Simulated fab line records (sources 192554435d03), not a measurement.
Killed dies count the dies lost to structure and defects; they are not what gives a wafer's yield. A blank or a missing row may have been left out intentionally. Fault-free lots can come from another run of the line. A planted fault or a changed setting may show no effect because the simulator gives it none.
What tool caused it? || flow n5_finfet || 10 lots with 30 wafers sampled at 5 steps, on a route of 1938 steps

## WHAT THE GAUGES READ, wafer by wafer
N5_BEOL_M4_RC_MEAS_101.
{"lot": "L365", "measured": "day 9 01:15", "on": "prober-02", "DIBL_N (mV/V)": "35.6 37.3 36.9", "DIBL_P (mV/V)": "34.5 36.0 36.0", "IOFF_N (nA/um)": "0.152 0.181 0.180", "IOFF_P (nA/um)": "0.219 0.244 0.244", "ION_N (uA/um)": "676 685 679", "ION_P (uA/um)": "470 472 468", "SS_N (mV/dec)": "71.3 71.9 71.7", "SS_P (mV/dec)": "73.5 73.3 73.9", "VT_N (mV)": "247.8 246.9 249.0", "VT_P (mV)": "-246 -247 -245"}
{"lot": "L368", "measured": "day 10 10:31", "on": "prober-02", "DIBL_N (mV/V)": "39.2 37.6 38.4", "DIBL_P (mV/V)": "38.2 36.8 37.3", "IOFF_N (nA/um)": "0.191 0.175 0.176", "IOFF_P (nA/um)": "0.240 0.219 0.224", "ION_N (uA/um)": "684 681 684", "ION_P (uA/um)": "465 464 466", "SS_N (mV/dec)": "72.3 72.0 72.6", "SS_P (mV/dec)": "73.7 72.9 73.1", "VT_N (mV)": "248.0 247.0 248.2", "VT_P (mV)": "-246 -248 -246"}
{"lot": "L372", "measured": "day 12 19:20", "on": "prober-01", "DIBL_N (mV/V)": "34.9 36.6 34.6", "DIBL_P (mV/V)": "34.7 36.5 34.2", "IOFF_N (nA/um)": "0.144 0.170 0.131", "IOFF_P (nA/um)": "0.182 0.208 0.178", "ION_N (uA/um)": "674 669 665", "ION_P (uA/um)": "460 458 461", "SS_N (mV/dec)": "71.2 71.6 70.7", "SS_P (mV/dec)": "72.9 73.3 72.7", "VT_N (mV)": "250.8 247.6 249.1", "VT_P (mV)": "-253 -249 -251"}
{"lot": "L371", "measured": "day 13 12:19", "on": "prober-01", "DIBL_N (mV/V)": "35.0 37.5 36.5", "DIBL_P (mV/V)": "35.7 38.7 37.6", "IOFF_N (nA/um)": "0.166 0.216 0.195", "IOFF_P (nA/um)": "0.218 0.273 0.262", "ION_N (uA/um)": "672 671 671", "ION_P (uA/um)": "460 466 469", "SS_N (mV/dec)": "71.2 71.8 71.5", "SS_P (mV/dec)": "72.8 73.4 74.1", "VT_N (mV)": "247.8 248.1 247.5", "VT_P (mV)": "-251 -248 -249"}
{"lot": "L375", "measured": "day 13 17:03", "on": "prober-01", "DIBL_N (mV/V)": "35.5 36.0 36.7", "DIBL_P (mV/V)": "37.1 38.0 38.3", "IOFF_N (nA/um)": "0.165 0.177 0.189", "IOFF_P (nA/um)": "0.201 0.215 0.210", "ION_N (uA/um)": "674 673 670", "ION_P (uA/um)": "460 457 455", "SS_N (mV/dec)": "71.6 71.8 72.2", "SS_P (mV/dec)": "74.1 74.1 74.1", "VT_N (mV)": "248.2 249.4 247.0", "VT_P (mV)": "-253 -253 -251"}
{"lot": "L376", "measured": "day 13 20:31", "on": "prober-01", "DIBL_N (mV/V)": "34.8 35.6 36.5", "DIBL_P (mV/V)": "34.5 36.9 36.5", "IOFF_N (nA/um)": "0.142 0.159 0.169", "IOFF_P (nA/um)": "0.195 0.228 0.222", "ION_N (uA/um)": "661 675 670", "ION_P (uA/um)": "454 461 459", "SS_N (mV/dec)": "71.8 70.3 71.2", "SS_P (mV/dec)": "73.4 73.5 73.4", "VT_N (mV)": "250.3 249.4 247.3", "VT_P (mV)": "-251 -247 -246"}
{"lot": "L378", "measured": "day 14 05:10", "on": "prober-01", "DIBL_N (mV/V)": "36.7 36.8 35.3", "DIBL_P (mV/V)": "35.2 37.2 35.2", "IOFF_N (nA/um)": "0.151 0.157 0.133", "IOFF_P (nA/um)": "0.167 0.193 0.169", "ION_N (uA/um)": "675 674 665", "ION_P (uA/um)": "448 460 453", "SS_N (mV/dec)": "72.3 71.7 71.6", "SS_P (mV/dec)": "73.0 73.3 72.5", "VT_N (mV)": "250.5 248.2 251.8", "VT_P (mV)": "-255 -254 -252"}
{"lot": "L380", "measured": "day 14 20:09", "on": "prober-02", "DIBL_N (mV/V)": "35.9 35.2 36.6", "DIBL_P (mV/V)": "35.4 35.2 36.0", "IOFF_N (nA/um)": "0.156 0.148 0.169", "IOFF_P (nA/um)": "0.219 0.225 0.230", "ION_N (uA/um)": "675 681 681", "ION_P (uA/um)": "464 472 466", "SS_N (mV/dec)": "70.9 70.5 70.9", "SS_P (mV/dec)": "73.2 73.5 73.4", "VT_N (mV)": "246.8 249.7 246.5", "VT_P (mV)": "-250 -248 -248"}
{"lot": "L382", "measured": "day 14 22:31", "on": "prober-01", "DIBL_N (mV/V)": "39.3 37.9 37.2", "DIBL_P (mV/V)": "37.6 37.0 36.2", "IOFF_N (nA/um)": "0.193 0.165 0.149", "IOFF_P (nA/um)": "0.207 0.200 0.180", "ION_N (uA/um)": "689 679 672", "ION_P (uA/um)": "461 466 456", "SS_N (mV/dec)": "71.7 71.7 71.6", "SS_P (mV/dec)": "74.3 73.7 73.5", "VT_N (mV)": "245.8 249.2 252.1", "VT_P (mV)": "-252 -253 -255"}
{"lot": "L383", "measured": "day 15 15:37", "on": "prober-01", "DIBL_N (mV/V)": "37.1 37.7 36.9", "DIBL_P (mV/V)": "39.1 38.4 38.3", "IOFF_N (nA/um)": "0.171 0.176 0.168", "IOFF_P (nA/um)": "0.247 0.233 0.222", "ION_N (uA/um)": "674 675 678", "ION_P (uA/um)": "463 465 466", "SS_N (mV/dec)": "72.1 72.4 71.7", "SS_P (mV/dec)": "73.3 73.7 73.8", "VT_N (mV)": "249.8 250.0 252.3", "VT_P (mV)": "-248 -248 -251"}

N5_BEOL_M15_THK_MEAS_50: measures by xrf.
{"lot": "L365", "measured": "day 12 21:17", "on": "film_metro-02", "M15_THK (nm)": "836 833 838"}
{"lot": "L368", "measured": "day 13 22:01", "on": "film_metro-01", "M15_THK (nm)": "848 820 819"}
{"lot": "L372", "measured": "day 16 16:59", "on": "film_metro-02", "M15_THK (nm)": "841 835 829"}
{"lot": "L371", "measured": "day 17 09:19", "on": "film_metro-02", "M15_THK (nm)": "817 818 827"}
{"lot": "L375", "measured": "day 17 19:26", "on": "film_metro-02", "M15_THK (nm)": "848 864 868"}
{"lot": "L376", "measured": "day 17 10:07", "on": "film_metro-01", "M15_THK (nm)": "845 834 834"}
{"lot": "L378", "measured": "day 17 19:50", "on": "film_metro-01", "M15_THK (nm)": "820 821 819"}
{"lot": "L380", "measured": "day 18 11:00", "on": "film_metro-01", "M15_THK (nm)": "843 855 837"}
{"lot": "L382", "measured": "day 19 02:19", "on": "film_metro-01", "M15_THK (nm)": "843 840 842"}
{"lot": "L383", "measured": "day 19 07:45", "on": "film_metro-01", "M15_THK (nm)": "833 829 828"}

N5_MIM_BOT_LITHO_CD_MEAS_08: the cd target is 3000 nm.
{"lot": "L365", "measured": "day 13 02:55", "on": "cd_sem-03", "cd_nm (nm)": "2999.7 3000.8 3000.8"}
{"lot": "L368", "measured": "day 14 03:11", "on": "cd_sem-03", "cd_nm (nm)": "3001.0 3000.3 2997.7"}
{"lot": "L372", "measured": "day 17 01:03", "on": "cd_sem-03", "cd_nm (nm)": "3001.2 3002.5 2998.3"}
{"lot": "L378", "measured": "day 18 01:30", "on": "cd_sem-02", "cd_nm (nm)": "2999.3 2999.6 2999.7"}
{"lot": "L380", "measured": "day 18 15:48", "on": "cd_sem-03", "cd_nm (nm)": "2999.9 3000.6 2999.7"}
{"lot": "L382", "measured": "day 19 08:10", "on": "cd_sem-02", "cd_nm (nm)": "2998.3 3000.2 3001.5"}
{"lot": "L383", "measured": "day 19 12:32", "on": "cd_sem-01", "cd_nm (nm)": "2999.3 3001.5 3000.4"}

## WHAT TOOL EACH LOT RAN ON (gives the tool, then ch and the chambers of the sampled wafers, and finally the start)
{"lot": "L365", "N5_MIM_TOP_ALD_00": "ald_hk-03 ch 1,2, day 12 23:07", "N5_MIM_TOP_ETCH_ETCH_00": "rie_metal-02 ch 0,1, day 13 02:14"}
{"lot": "L368", "N5_MIM_TOP_ALD_00": "ald_hk-01 ch 0,1,3, day 14 01:19", "N5_MIM_TOP_ETCH_ETCH_00": "rie_metal-03 ch 0,1, day 14 02:23"}
{"lot": "L372", "N5_MIM_TOP_ALD_00": "ald_hk-03 ch 0,3, day 16 18:57", "N5_MIM_TOP_ETCH_ETCH_00": "rie_metal-03 ch 0,1, day 17 00:22"}
{"lot": "L371", "N5_MIM_TOP_ALD_00": "ald_hk-01 ch 0,2,3, day 17 12:05", "N5_MIM_TOP_ETCH_ETCH_00": "rie_metal-03 ch 0,1, day 17 13:12"}
{"lot": "L375", "N5_MIM_TOP_ALD_00": "ald_hk-02 ch 0,2,3, day 17 22:51", "N5_MIM_TOP_ETCH_ETCH_00": "rie_metal-02 ch 0,1, day 18 00:23"}
{"lot": "L376", "N5_MIM_TOP_ALD_00": "ald_hk-03 ch 1,2,3, day 17 12:28", "N5_MIM_TOP_ETCH_ETCH_00": "rie_metal-01 ch 0,1, day 17 13:35"}
{"lot": "L378", "N5_MIM_TOP_ALD_00": "ald_hk-01 ch 0,2,3, day 17 22:58", "N5_MIM_TOP_ETCH_ETCH_00": "rie_metal-02 ch 0,1, day 18 00:50"}
{"lot": "L380", "N5_MIM_TOP_ALD_00": "ald_hk-01 ch 1,2,3, day 18 12:48", "N5_MIM_TOP_ETCH_ETCH_00": "rie_metal-01 ch 0,1, day 18 14:59"}
{"lot": "L382", "N5_MIM_TOP_ALD_00": "ald_hk-01 ch 0,1,3, day 19 05:45", "N5_MIM_TOP_ETCH_ETCH_00": "rie_metal-03 ch 0,1, day 19 07:37"}
{"lot": "L383", "N5_MIM_TOP_ALD_00": "ald_hk-02 ch 1,2, day 19 10:04", "N5_MIM_TOP_ETCH_ETCH_00": "rie_metal-02 ch 0,1, day 19 11:57"}
- N5_MIM_TOP_ALD_00: deposits Al2O3, purge time 3 s, co reactant pulse time 3 s.
- N5_MIM_TOP_ETCH_ETCH_00: etches TiN in Cl2/BCl3, target depth 38.5 nm.

## AS READ BY THE TOOLS THEMSELVES (means over the sampled wafers that have a number; for cases with no such wafer, the mark the record gives instead)
N5_MIM_TOP_ALD_00.
{"lot": "L365", "tool": "ald_hk-03", "precursor_pulse_height_rel": 1.006}
{"lot": "L368", "tool": "ald_hk-01", "precursor_pulse_height_rel": 1.004}
{"lot": "L372", "tool": "ald_hk-03", "precursor_pulse_height_rel": 0.995}
{"lot": "L371", "tool": "ald_hk-01", "precursor_pulse_height_rel": 1.001}
{"lot": "L375", "tool": "ald_hk-02", "precursor_pulse_height_rel": 0.999}
{"lot": "L376", "tool": "ald_hk-03", "precursor_pulse_height_rel": 0.993}
{"lot": "L378", "tool": "ald_hk-01", "precursor_pulse_height_rel": 0.985}
{"lot": "L380", "tool": "ald_hk-01", "precursor_pulse_height_rel": 0.994}
{"lot": "L382", "tool": "ald_hk-01", "precursor_pulse_height_rel": 0.995}
{"lot": "L383", "tool": "ald_hk-02", "precursor_pulse_height_rel": 1.006}

N5_MIM_TOP_ETCH_ETCH_00.
{"lot": "L365", "tool": "rie_metal-02", "bcl3_flow_sccm (sccm)": 21.77, "bias_w (W)": 126.0, "chamber_pressure_mTorr (mTorr)": 10.003, "drypump_motor_current_A (A)": 6.04, "oes_product_au (a.u.)": 0.77, "throttle_valve_pct (%)": 22.79}
{"lot": "L368", "tool": "rie_metal-03", "bcl3_flow_sccm (sccm)": 21.67, "bias_w (W)": 126.2, "chamber_pressure_mTorr (mTorr)": 10.011, "drypump_motor_current_A (A)": 5.90, "oes_product_au (a.u.)": 0.88, "throttle_valve_pct (%)": 22.61}
{"lot": "L372", "tool": "rie_metal-03", "bcl3_flow_sccm (sccm)": 21.74, "bias_w (W)": 125.8, "chamber_pressure_mTorr (mTorr)": 9.999, "drypump_motor_current_A (A)": 5.88, "oes_product_au (a.u.)": 0.85, "throttle_valve_pct (%)": 22.62}
{"lot": "L371", "tool": "rie_metal-03", "bcl3_flow_sccm (sccm)": "-", "bias_w (W)": "-", "chamber_pressure_mTorr (mTorr)": "-", "drypump_motor_current_A (A)": "-", "oes_product_au (a.u.)": "-", "throttle_valve_pct (%)": "-"}
{"lot": "L375", "tool": "rie_metal-02", "bcl3_flow_sccm (sccm)": "-", "bias_w (W)": "-", "chamber_pressure_mTorr (mTorr)": "-", "drypump_motor_current_A (A)": "-", "oes_product_au (a.u.)": "-", "throttle_valve_pct (%)": "-"}
{"lot": "L376", "tool": "rie_metal-01", "bcl3_flow_sccm (sccm)": "-", "bias_w (W)": "-", "chamber_pressure_mTorr (mTorr)": "-", "drypump_motor_current_A (A)": "-", "oes_product_au (a.u.)": "-", "throttle_valve_pct (%)": "-"}
{"lot": "L378", "tool": "rie_metal-02", "bcl3_flow_sccm (sccm)": 21.67, "bias_w (W)": 126.2, "chamber_pressure_mTorr (mTorr)": 9.997, "drypump_motor_current_A (A)": 6.03, "oes_product_au (a.u.)": 0.74, "throttle_valve_pct (%)": 22.81}
{"lot": "L380", "tool": "rie_metal-01", "bcl3_flow_sccm (sccm)": 21.76, "bias_w (W)": 126.2, "chamber_pressure_mTorr (mTorr)": 9.997, "drypump_motor_current_A (A)": 5.93, "oes_product_au (a.u.)": 0.84, "throttle_valve_pct (%)": 22.37}
{"lot": "L382", "tool": "rie_metal-03", "bcl3_flow_sccm (sccm)": 21.73, "bias_w (W)": 126.1, "chamber_pressure_mTorr (mTorr)": 9.987, "drypump_motor_current_A (A)": 5.84, "oes_product_au (a.u.)": 0.84, "throttle_valve_pct (%)": 22.79}
{"lot": "L383", "tool": "rie_metal-02", "bcl3_flow_sccm (sccm)": 21.71, "bias_w (W)": 126.0, "chamber_pressure_mTorr (mTorr)": 10.006, "drypump_motor_current_A (A)": 5.93, "oes_product_au (a.u.)": 0.72, "throttle_valve_pct (%)": 22.65}

## THE ANSWER, worked out from the rows above alone
Rule: usual is defined by the lots themselves. Put in order of their means at a reading, lots are off if they are a third of the lots or fewer, leave a main group of 4 or more, and stand apart from it by a gap of 3 or more times the standard deviation of the main group's means; of several such gaps the widest counts. A main group whose means are all the same, to the digits that the tables above print for the reading, isn't used. Also off: a lot with no number at a reading for which 4 or more lots have one. Any other lot the step has rows for is counted as sound. First the gauges in route order, then the tools' own readings, where a lot's mean is used as printed above. At the first step where some lot is off, the reading lying furthest off is the one used; lots without a number count as furthest.
Off at N5_MIM_TOP_ETCH_ETCH_00 (bcl3_flow_sccm): L371, L375, L376. Without a number there: L371, L375, L376. For the main group the mean is 21.72 sccm and the standard deviation 0.037.
A tool fits if, at that step or a process step before it, it ran every lot that is off, and no sound lot after the first of them. None of those tried fits.

## WHAT THE SIMULATOR PUT IN
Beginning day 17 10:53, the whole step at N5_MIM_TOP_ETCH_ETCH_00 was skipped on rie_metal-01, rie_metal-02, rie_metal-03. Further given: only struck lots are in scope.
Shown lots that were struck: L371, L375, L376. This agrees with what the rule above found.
